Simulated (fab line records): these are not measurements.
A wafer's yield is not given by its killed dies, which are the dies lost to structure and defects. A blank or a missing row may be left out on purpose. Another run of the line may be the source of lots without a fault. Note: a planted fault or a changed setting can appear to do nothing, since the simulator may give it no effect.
A struck lot beside a sound one :: flow n5Finfet :: 20 out of 1938 route steps
Sound: the wafers L721.3, L721.5, L721.6. Struck: wafers L726.1, L726.6 (left out: L726.4, a lot-mate that was not struck); the cause follows at the end.
At each step with rows: each side's tool, then ch and its chambers, then its first start. Under that, the readings that differ: sound wafers :: struck wafers :: difference of the means :: sigmas: that difference in standard deviations of wafers without a fault.
alike: same words and numbers on both sides, and readings whose means sit less than 2 such deviations apart. not compared: any withheld reading, any reading some wafer has no value for, any bound like >300 that may hide the same value, and any number with overlapping values for which the record gives no deviation.
A row with sigmas, a row that says differs or no value, or rows on one side alone: a step with any of these is where the two part. When numbers do not overlap yet have no deviation, they are printed without sigmas and do not part them. Lack of a reading on every wafer of one side parts them only where that side has two or more wafers.

first, 9 steps without rows for these wafers: N5_BEOL_M1_COAT_67 (time 60 s, resist thk 60 nm); N5_BEOL_M1_COAT_68 (time 60 s, resist thk 12 nm); N5_BEOL_M1_COAT_76 (time 60 s, resist thk 5 nm); N5_BEOL_M1_COAT_22 (resist thk 30 nm); N5_BEOL_M1_EBR_24; N5_BEOL_M1_SOFTBAKE_23 (time 60 s); N5_BEOL_M1_EXPOSE_25 (exposes mask V0, defocus 5 nm, target cd 24 nm); N5_BEOL_M1_PEB_26 (peb time 60 s); N5_BEOL_M1_DEVELOP_27 (develop time 30 s).
N5_BEOL_M1_CD_MEAS_28: target cd y 23.3 nm.
  sound on cdSem-01 ch 0, day 8 09:36; struck on cdSem-03 ch 0, day 9 19:44
  alike: cdNm
N5_BEOL_M1_OVL_MEAS_29:
  sound on overlay-02 ch 0, day 8 09:38; struck on overlay-01 ch 0, day 9 19:46
  alike: V0_OVL
N5_BEOL_M1_INSPECT_30: inspects for defects (brightfield).
  sound: defectInspect-01 at day 8 09:41; struck: defectInspect-01 at day 9 19:49
  alike: rawDefectCount
N5_BEOL_M1_DESCUM_33: chemistry O2, time 7 s.
  sound on rieDiel-02 ch 0,1, day 8 09:43; struck on rieDiel-02 ch 0,2, day 9 19:52
reading: model.CAR-EUV_of_BEOL_M1_COAT_22.thkNm (nm)
sound: 26 26 26
struck: 27 27
difference: +1
sigmas: 
  alike: drypumpMotorCurrentA, oesProductAu, rfVppV, showerheadPlenumPTorr, throttleValvePct
  not compared: rfHoursCounterH
N5_BEOL_M1_ETCH_77: etches underlayer in N2/H2, target depth 6.5 nm, time 5.2 s.
  sound on rieDiel-02 ch 0,1, day 8 09:46; struck on rieDiel-02 ch 0,2, day 9 19:54
  alike: drypumpMotorCurrentA, etchRfOnTimeS, oesProductAu, rfVppV, showerheadPlenumPTorr, throttleValvePct
  not compared: rfHoursCounterH
N5_BEOL_M1_ETCH_69: etches SiARC in CF4, target depth 15.6 nm, time 26 s.
  sound on rieDiel-02 ch 0,1, day 8 09:46; struck on rieDiel-02 ch 0,2, day 9 19:55
  alike: cf4FlowSccm, drypumpMotorCurrentA, etchRfOnTimeS, oesProductAu, rfVppV, showerheadPlenumPTorr, throttleValvePct
  not compared: rfHoursCounterH
N5_BEOL_M1_ALD_98: deposits SiO2, target thk 2.5 nm, pulse time 1 s, co reactant pulse time 1 s.
  sound on aldSin-02 ch 2,3, day 8 09:59; struck on aldSin-02 ch 1, day 9 20:00
  alike: heaterPowerW, precursorPulseHeightRel, susceptorTempC
N5_BEOL_M1_ETCHBACK_99: etches SiO2 in CHF3, target depth 5 nm, time 10.4 s.
  sound on rieDiel-06 ch 0,2,3, day 8 13:26; struck on rieDiel-02 ch 1, day 9 22:52
reading: model.CAR-EUV_of_BEOL_M1_COAT_22.thkNm (nm)
sound: 10.4 10.2 10.4
struck: 11.4 11.4
difference: +1.1
sigmas: 
  alike: drypumpMotorCurrentA, oesProductAu, rfVppV, showerheadPlenumPTorr, throttleValvePct
  not compared: rfHoursCounterH
N5_BEOL_M1_ETCH_70: etches SOC in N2/H2, target depth 80 nm, overetch 16 nm, time 120 s.
  sound on rieDiel-06 ch 0,2,3, day 8 13:29; struck on rieDiel-02 ch 1, day 9 22:54
  alike: drypumpMotorCurrentA, oesProductAu, rfVppV, showerheadPlenumPTorr, throttleValvePct
  not compared: rfHoursCounterH
-- a jump in the record: the struck wafers' starts before and after are 2 days apart (it breaks off in module BEOL_M1 and resumes in module BEOL_M4, where the first step shown is number 1111 of the route) --
N5_BEOL_M4_RC_MEAS_101:
  sound on prober-01 ch 0, day 10 19:36; struck on prober-02 ch 0, day 12 10:39
  alike: DIBL_N, DIBL_P, IOFF_N, IOFF_P, ION_N, ION_P, SS_N, SS_P, VT_N, VT_P
N5_PASSIVATION_PROBE_49:
  the record has rows for the sound wafers here (prober-01, day 15 06:20) and none for the struck ones

== WHERE THEY PART ==
Only at N5_PASSIVATION_PROBE_49, as far as this record shows.

WHY: what the simulator had put in
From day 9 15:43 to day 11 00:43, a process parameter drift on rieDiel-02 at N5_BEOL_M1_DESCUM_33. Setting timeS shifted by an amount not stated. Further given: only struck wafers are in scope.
